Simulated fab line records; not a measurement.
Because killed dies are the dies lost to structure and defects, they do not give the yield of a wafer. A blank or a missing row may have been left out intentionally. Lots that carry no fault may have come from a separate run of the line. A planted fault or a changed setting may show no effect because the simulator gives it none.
The same fault as seen by 2 desks :: flow n5 finfet :: numbers are kept per desk, each desk with only its own; the story behind them comes last

## AT THE TOOL OWNER'S DESK: rie diel-06
The tool's own readings at N5_BEOL_M8_STRIP_19 (strips in O2): means of the sampled wafers that have a number, for each lot that ran on this tool. If a lot's mean is further than 4 standard deviations from the usual mean, the lot is out of limits and carries the mark OUT (the distance appears in the brackets).
Columns: A = chamber pressure mTorr at N5_BEOL_M8_STRIP_19, usual 30.00 mTorr; B = drypump motor current A at N5_BEOL_M8_STRIP_19, usual 5.6 A; C = oes product au at N5_BEOL_M8_STRIP_19, usual 0.82 a.u.; D = rf vpp V at N5_BEOL_M8_STRIP_19, usual 3.7 V; E = showerhead plenum p Torr at N5_BEOL_M8_STRIP_19, usual 2.11 Torr; F = throttle valve pct at N5_BEOL_M8_STRIP_19, usual 16.57 %
lot: L526
first seen here: day 9 16:57
A: 30.01
B: 5.6
C: 0.74
D: 3.8
E: 2.06
F: 16.72

lot: L536
first seen here: day 12 00:45
A: 23.95 (-99 or more) OUT
B: 5.9
C: 0.72
D: 3.7
E: 2.05
F: 16.67

lot: L535
first seen here: day 12 03:58
A: 27.01 (-83) OUT
B: 5.6
C: 0.83
D: 4.0
E: 2.05
F: 16.58
This desk's finding: out of limits on L535, L536; first on L536, day 12 00:45 (chamber pressure mTorr at N5_BEOL_M8_STRIP_19). L526: within limits.

## THE DEFECT DESK
Lot by lot, what the route's inspections counted, given as the mean of those sampled wafers with a number. If a lot's mean is further than 4 standard deviations from the usual mean, the lot is out of limits and carries the mark OUT (the distance appears in the brackets).
Columns: A = raw defect count at N5_BEOL_M8_INSPECT_13, usual 384
lot: L525
first seen here: day 9 07:34
A: 388

lot: L526
first seen here: day 9 16:29
A: 550

lot: L527
first seen here: day 9 20:20
A: 272

lot: L536
first seen here: day 12 00:19
A: 348

lot: L535
first seen here: day 12 03:15
A: 351

lot: L538
first seen here: day 13 01:40
A: 391

lot: L541
first seen here: day 13 04:58
A: 523

lot: L542
first seen here: day 13 10:45
A: 315

lot: L547
first seen here: day 14 17:30
A: 371

lot: L545
first seen here: day 14 17:41
A: 444

lot: L546
first seen here: day 14 17:52
A: 457
Result from this desk: across the 11 lots, nothing is out of limits.

## TAKEN TOGETHER
An alarm could have come from the tool owner's desk at day 12 00:45, on L535, L536.
No out-of-limits result turned up at the defect desk.
The defect desk has L535, L536 on record, within its limits.
On rie diel-06, each named lot ran N5_BEOL_M8_STRIP_19.

## WHAT HAD BEEN PUT IN BY THE SIMULATOR
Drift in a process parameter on rie diel-06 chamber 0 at N5_BEOL_M8_STRIP_19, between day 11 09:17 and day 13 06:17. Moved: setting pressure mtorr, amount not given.
Shown lots that were struck: L535, L536.
Hours from the fault's start to each desk's first reading out of limits: the tool owner's desk, 15.
